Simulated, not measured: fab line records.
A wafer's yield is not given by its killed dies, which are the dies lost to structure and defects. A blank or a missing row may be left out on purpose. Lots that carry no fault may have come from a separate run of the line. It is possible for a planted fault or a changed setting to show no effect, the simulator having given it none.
Matching of chambers :: flow nand-harc :: 3 sister chambers for NHARC_A_CONTACT_DEP_58 on pecvd-04
The step deposits SiON, target thk 60 nm. 3 wafers are shown with their chamber, then 7 later ones without.

== EACH WAFER AND ITS CHAMBER ==
wafer: L081.6
chamber: 2
heater-power-w (W): 574

wafer: L084.6
chamber: 1
heater-power-w (W): 749

wafer: L089.4
chamber: 0
heater-power-w (W): 722

== WAFERS WITHOUT THEIR CHAMBER ==
wafer: L089.6
heater-power-w (W): 597

wafer: L088.3
heater-power-w (W): 740

wafer: L088.4
heater-power-w (W): 727

wafer: L088.5
heater-power-w (W): 657

wafer: L095.1
heater-power-w (W): 628

wafer: L095.5
heater-power-w (W): 729

wafer: L095.6
heater-power-w (W): 767

== EACH ONE'S CHAMBER ==
wafer: L089.6
from the rows above: 2
in truth: 2

wafer: L088.3
from the rows above: can't be placed: 1 or 0
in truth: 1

wafer: L088.4
from the rows above: can't be placed: 0 or 1
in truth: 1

wafer: L088.5
from the rows above: can't be placed: 0 or 2 or 1
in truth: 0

wafer: L095.1
from the rows above: can't be placed: 2 or 0 or 1
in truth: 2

wafer: L095.5
from the rows above: can't be placed: 0 or 1
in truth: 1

wafer: L095.6
from the rows above: can't be placed: 1 or 0
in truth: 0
Correct placement for 1 of the 7. These rows do not allow placing 6 (true chamber among the candidates in 6). Wrongly placed: 0.
How it was worked out, from the rows above alone: a wafer's distance from a chamber is the root of the sum, over the readings, of the square of ((its reading less the chamber's mean) divided by the reading's scatter). The wafer belongs to the nearest chamber; if the next one is less than 2 further off, it can't be placed. For every chamber, the mean is computed from those of its wafers that are shown. The scatter (one wafer shown for each chamber): square how far every hidden wafer sits from the nearest shown wafer, average those squares and take the square root.
